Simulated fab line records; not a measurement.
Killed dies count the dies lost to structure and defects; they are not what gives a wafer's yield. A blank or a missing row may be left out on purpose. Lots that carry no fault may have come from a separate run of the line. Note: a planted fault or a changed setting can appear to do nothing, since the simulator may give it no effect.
A lot that was struck, set against a sound lot	flow n5 finfet	13 out of 1938 route steps
Sound: wafers L447.1, L447.2, L447.6. Struck: wafer L460.1. (L460.2 of the same lot was not struck and is left out.) The cause comes at the end.
At each step with rows: each side's tool, then ch and its chambers, then its first start. Under that, the readings that differ: sound wafers	struck wafers	difference of the means	sigmas: that difference in standard deviations of wafers without a fault.
alike: same words and numbers on both sides, and readings whose means sit less than 2 such deviations apart. not compared: any withheld reading, any reading some wafer has no value for, any bound like >300 that may hide the same value, and any number with overlapping values for which the record gives no deviation.
A row with sigmas, a row that says differs or no value, or rows on one side alone: a step with any of these is where the two part. Numbers that have no deviation but don't overlap get no sigmas and don't part them. Lack of a reading on every wafer of one side parts them only where that side has two or more wafers.

first, 2 steps without rows for these wafers: N5_BEOL_M6_PRECLEAN_42 (cleans in residue remover, time 60 s); N5_BEOL_M6_SRD_43 (time 30 s).
N5_BEOL_M6_CD_MEAS_35: target cd 40 nm, target cd y 28 nm.
  struck on cd sem-03, day 15 05:49; sound on cd sem-02, day 10 02:10
  alike: cd nm
N5_BEOL_M6_CURE_75: cures SiCOH lowk, time 120 s.
  sound on uv cure-03 ch 0, day 10 02:16; struck on uv cure-01 ch 1, day 15 05:51
  alike: lamp power pct, wafer_temp_C_max
then, 1 step without rows for these wafers: N5_BEOL_M6_DEGAS_44 (time 60 s).
N5_BEOL_M6_PRE_CLEAN_45: time 30 s.
  struck on pvd sputter-02, day 15 06:31; sound on pvd sputter-03, day 10 02:45
  alike: heater power w
N5_BEOL_M6_ALD_77: deposits TaN, target thk 2 nm, pulse time 2 s, purge time 3 s.
  sound on ald metal-04 ch 1,2, day 10 02:49; struck on ald metal-03 ch 3, day 15 06:34
  alike: heater power w
N5_BEOL_M6_SURFACE_TREAT_79:
  struck on pvd sputter-03, day 15 08:33; sound on pvd sputter-03, day 10 03:09
  not compared: throttle valve pct
then, 3 steps without rows for these wafers: N5_BEOL_M6_CVD_78 (deposits Co from CCTBA/H2, target thk 2 nm, time 142.3 s); N5_BEOL_M6_SPUTTER_48 (material Cu, target thk 10 nm, time 1.667 s); N5_BEOL_M6_ECD_50 (material Cu, target thk 300 nm).
N5_BEOL_M6_ANNEAL_51: time 90 s.
  sound on rtp anneal-02 ch 0, day 10 03:37; struck on rtp anneal-01 ch 0, day 15 09:23
  alike: wafer_temp_C_max
N5_BEOL_M6_CMP_52: polishes, stops on SiCOH lowk, t overpolish 6.9 s, target thk 80 nm.
  sound on cmp-02 ch 0,3, day 10 03:55; struck on cmp-02 ch 2, day 15 09:41
reading	sound	struck	difference	sigmas
barrier field endpoint s (s)	27.6 27.9 27.7	16.4	-11.3	-17
time to endpoint s (s)	59 56 58	37	-21	-7
  alike: motor current A, overpolish run s

== WHERE THEY PART ==
Only at N5_BEOL_M6_CMP_52, within this record.

WHY: what had been put in by the simulator
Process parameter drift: cmp-02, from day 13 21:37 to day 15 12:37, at N5_BEOL_M6_CMP_52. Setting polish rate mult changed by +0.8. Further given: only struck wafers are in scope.
